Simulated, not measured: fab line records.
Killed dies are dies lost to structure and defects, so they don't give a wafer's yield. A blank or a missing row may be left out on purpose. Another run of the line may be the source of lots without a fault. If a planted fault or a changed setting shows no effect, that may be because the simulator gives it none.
A struck lot beside a sound one    flow nand_harc    14 out of 1159 route steps
Sound: the wafers L213.2, L213.3, L213.4. Struck: wafer L206.6. (L206.4, L206.5 of the same lot were not struck and are left out.) The cause comes at the end.
At each step with rows: each side's tool, then ch and its chambers, then its first start. Under that, the readings that differ: sound wafers    struck wafers    difference of the means    sigmas: that difference in standard deviations of wafers without a fault.
alike: readings with means less than 2 such deviations apart, plus words and numbers identical on both sides. not compared: withheld readings, readings lacking a value on some wafer, bounds such as >300 that could conceal the same value, and numbers that have no deviation in the record and whose values overlap.
Wherever a step has rows on one side only, a row that says differs or no value, or a row with sigmas, the two part there. Numbers that have no deviation but don't overlap get no sigmas and don't part them. A reading that every wafer of one side lacks parts them only if that side has two wafers or more.

first, 9 steps without rows for these wafers: NHARC_THIN_TSV_PVD_24 (deposits Al, target thk 800 nm); NHARC_THIN_TSV_DEHYDRATE_25 (time 120 s); NHARC_THIN_TSV_HMDS_26 (time 30 s); NHARC_THIN_TSV_COAT_27; NHARC_THIN_TSV_SOFTBAKE_28 (time 95 s); NHARC_THIN_TSV_EBR_29; NHARC_THIN_TSV_EXPOSE_30 (exposes mask PAD); NHARC_THIN_TSV_PEB_31 (peb time 85 s); NHARC_THIN_TSV_DEVELOP_32 (time 70 s).
NHARC_THIN_TSV_CD_MEAS_33: target cd 5000 nm.
  sound on cd_sem-02 ch 0, day 22 05:09; struck on cd_sem-02 ch 0, day 21 03:15
  alike: cd_nm
then, 1 step without rows for these wafers: NHARC_THIN_TSV_HARDBAKE_34 (time 80 s).
NHARC_THIN_TSV_DESCUM_35: chemistry O2, time 3 s.
  sound on rie_diel-03 ch 0,1,2, day 22 05:19; struck on rie_diel-03 ch 2, day 21 03:27
  alike: drypump_motor_current_A, oes_product_au, rf_vpp_V, showerhead_plenum_p_Torr, throttle_valve_pct
  not compared: rf_hours_counter_h
NHARC_THIN_TSV_ETCH_59: etches the open film in Cl2/BCl3, target depth 880 nm, time 138.1 s.
  sound on rie_metal-03 ch 0,1, day 22 05:26; struck on rie_metal-02 ch 1, day 21 03:40
reading                 sound                 struck  difference  sigmas
run_length_s (s)        159.8 158.7 159.4     147.9   -11.4       -18
throttle_valve_pct (%)  22.253 22.258 22.272  22.282  +0.021      +2
  alike: drypump_motor_current_A, oes_product_au
  not compared: bias_w, rf_hours_counter_h
NHARC_THIN_TSV_ETCH_36: etches the open film in Cl2/BCl3, target depth 65 nm, time 18.571 s.
  sound on rie_metal-03 ch 0,1, day 22 05:47; struck on rie_metal-02 ch 1, day 21 03:50
  alike: drypump_motor_current_A, oes_product_au, run_length_s
  not compared: rf_hours_counter_h

== WHERE THEY PART ==
NHARC_THIN_TSV_ETCH_59 only, going by this record. Later steps at which nothing parts them and some readings are alike: NHARC_THIN_TSV_ETCH_36.

WHY: the cause the simulator had injected
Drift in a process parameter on rie_metal-02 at NHARC_THIN_TSV_ETCH_59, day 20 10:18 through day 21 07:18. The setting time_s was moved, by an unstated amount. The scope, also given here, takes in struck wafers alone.
